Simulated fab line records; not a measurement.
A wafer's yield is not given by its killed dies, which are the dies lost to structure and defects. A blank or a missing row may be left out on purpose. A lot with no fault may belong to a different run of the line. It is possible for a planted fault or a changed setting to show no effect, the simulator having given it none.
Matching of chambers -- flow nandHarc -- NHARC_P_BONDPAD_CMP_19 on cmp-01 has 4 sister chambers
The step polishes, t overpolish 30 s, cu recess touch 16 s, target thk 160.81 nm. 14 wafers are shown with their chamber, then 7 later ones without.

## EACH WAFER AND ITS CHAMBER
wafer,chamber,motorCurrentA (A),overpolishRunS (s),slurryFlowMlMin
L074.2,2,12.8,30.012,150.6
L074.3,3,12.2,30.004,150.4
L074.6,1,10.4,29.996,149.5
L077.2,3,10.4,29.996,150.7
L077.4,2,12.5,30.001,149.9
L077.5,0,14.3,29.989,149.9
L083.1,1,10.1,29.987,150.4
L083.2,2,13.0,30.001,149.3
L083.6,2,12.7,30.009,150.1
L086.2,0,13.8,29.997,150.5
L086.5,3,11.9,30.015,150.2
L086.6,2,12.3,30.000,148.9
L090.3,1,10.1,30.008,149.6
L090.4,2,13.0,29.991,150.3

SIGNATURES (averages over the wafers above)
reading,chamber 0,chamber 1,chamber 2,chamber 3,scatter within a chamber
motorCurrentA,14.050,10.200,12.717,11.500,0.493
overpolishRunS,29.99300,29.99700,30.00233,30.00500,0.00843
slurryFlowMlMin,150.200,149.833,149.850,150.433,0.532
Rule: a wafer's distance from a chamber is the root of the sum, over the readings, of the square of ((its reading less the chamber's mean) divided by the reading's scatter). The wafer belongs to the nearest chamber; if the next one is less than 2 further off, it can't be placed. The scatter: take each reading less its chamber's mean, square it, sum over the shown wafers, divide by the number of wafers less the number of chambers, and take the root.

## WAFERS WHOSE CHAMBER IS MISSING
wafer,motorCurrentA (A),overpolishRunS (s),slurryFlowMlMin
L090.6,11.7,29.989,150.1
L094.1,13.7,29.998,150.1
L094.2,11.4,29.995,151.3
L094.6,10.3,29.998,150.1
L097.1,11.0,29.989,149.8
L097.3,10.7,30.013,150.7
L097.6,12.5,29.995,149.8

## WHICH CHAMBER EACH ONE RAN IN
wafer,from the rows above,in truth
L090.6,can't be placed: 3 or 2 or 1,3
L094.1,can't be placed: 0 or 2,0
L094.2,can't be placed: 3 or 1 or 2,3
L094.6,1,1
L097.1,can't be placed: 1 or 3 or 2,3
L097.3,can't be placed: 3 or 1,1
L097.6,can't be placed: 2 or 3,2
1 of 7 placed correctly. These rows do not allow placing 6 (true chamber among the candidates in 6). Number placed wrongly: 0.
